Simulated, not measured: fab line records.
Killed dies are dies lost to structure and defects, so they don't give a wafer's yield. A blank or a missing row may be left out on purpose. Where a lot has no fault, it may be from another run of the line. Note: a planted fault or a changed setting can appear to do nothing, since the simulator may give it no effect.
Struck lot and sound lot, side by side    flow n5-finfet    15 out of 1938 route steps
Sound: the wafers L811.3, L811.5, L811.6. Struck: wafers L815.2, L815.4, L815.5. Last of all comes the cause.
For every step that has rows: the tool of each side, followed by ch and its chambers, followed by its first start. Under that, the readings that differ: sound wafers    struck wafers    difference of the means    sigmas: that difference in standard deviations of wafers without a fault.
alike: same words and numbers on both sides, and readings whose means sit less than 2 such deviations apart. not compared: any withheld reading, any reading some wafer has no value for, any bound like >300 that may hide the same value, and any number with overlapping values for which the record gives no deviation.
Wherever a step has rows on one side only, a row that says differs or no value, or a row with sigmas, the two part there. Non-overlapping numbers with no deviation appear without sigmas and do not part them. A reading missing from all wafers of one side parts the sides only when that side holds two or more wafers.

N5_HKMG_FIN_STRIP_60: strips in N2/H2, time 360 s.
  sound on plasma-asher-02 ch 0,1, day 5 12:36; struck on plasma-asher-02 ch 0, day 6 13:52
  alike: drypump-motor-current-A, h2-flow-sccm, heater-power-w
  not compared: rf-hours-counter-h
then, 2 steps without rows for these wafers: N5_HKMG_FIN_WET_ETCH_77 (etches La2O3 in dHCl, stops on HfO2, target depth 2 nm); N5_HKMG_FIN_WET_ETCH_78 (etches Al2O3 in dNH4OH, stops on La2O3, target depth 4.5 nm, rinse time 30 s).
N5_HKMG_FIN_ALD_79: deposits TiN, target thk 1.5 nm, pulse time 1 s, purge time 3 s.
  sound on ald-metal-01 ch 0,1,3, day 5 12:58; struck on ald-metal-03 ch 0,2,3, day 6 14:21
  alike: co-reactant-pulse-time-s, heater-power-w, precursor-pulse-height-rel
N5_HKMG_FIN_CVD_62: deposits a-Si from Si2H6, target thk 3 nm, time 20.8 s.
  sound on thermal-cvd-si-02 ch 0,2, day 5 13:20; struck on thermal-cvd-si-02 ch 1,2, day 6 14:43
  alike: heater-power-w
then, 5 steps without rows for these wafers: N5_HKMG_FIN_RTA_80 (time 2 s); N5_HKMG_FIN_PRECLEAN_64 (cleans in dHF, time 30 s); N5_HKMG_FIN_WET_ETCH_65 (etches a-Si in TMAH, stops on TiN, time 49 s, target depth 3 nm); N5_HKMG_FIN_WET_ETCH_81 (etches TiN in SC1, stops on HfO2, time 57 s, target depth 6 nm); N5_HKMG_FIN_WET_ETCH_82 (etches La2O3 in dHCl, stops on HfO2, target depth 2 nm, rinse time 30 s).
N5_HKMG_FIN_ALD_36: deposits TiN, target thk 1 nm, pulse time 1 s, purge time 3 s.
  sound on ald-metal-01 ch 0,1, day 5 13:48; struck on ald-metal-03 ch 0,1,2, day 6 15:07
  alike: co-reactant-pulse-time-s, heater-power-w, precursor-pulse-height-rel
N5_HKMG_FIN_THK_MEAS_70: measures by xrf.
  struck on film-metro-02, day 6 15:23; sound on film-metro-02, day 5 14:05
  alike: HK_THK
N5_HKMG_FIN_PWFM_ALD_03: deposits TiN, target thk 2 nm, pulse time 1 s, purge time 3 s.
  sound on ald-metal-03 ch 0,1,3, day 5 14:07; struck on ald-metal-03 ch 0,1,3, day 6 15:25
reading                       sound  struck                difference  sigmas
co-reactant-pulse-time-s (s)  2 2 2  2.2187 2.2187 2.2187  +0.2187     
  alike: heater-power-w, precursor-pulse-height-rel
then, 1 step without rows for these wafers: N5_HKMG_FIN_COAT_29 (time 60 s, resist thk 300 nm).
-- record jumps: 4 days separate the struck wafers' starts on either side; left off in module HKMG_FIN, taken up again in module BEOL_M4, whose first shown step is the route's number 1111 --
N5_BEOL_M4_RC_MEAS_101:
  sound on prober-01 ch 0, day 9 04:38; struck on prober-01 ch 0, day 10 21:46
  alike: DIBL_N, DIBL_P, IOFF_N, IOFF_P, ION_N, ION_P, SS_N, SS_P, VT_N, VT_P

## WHERE THEY PART
Nowhere in this record.

WHY: what the simulator had put in
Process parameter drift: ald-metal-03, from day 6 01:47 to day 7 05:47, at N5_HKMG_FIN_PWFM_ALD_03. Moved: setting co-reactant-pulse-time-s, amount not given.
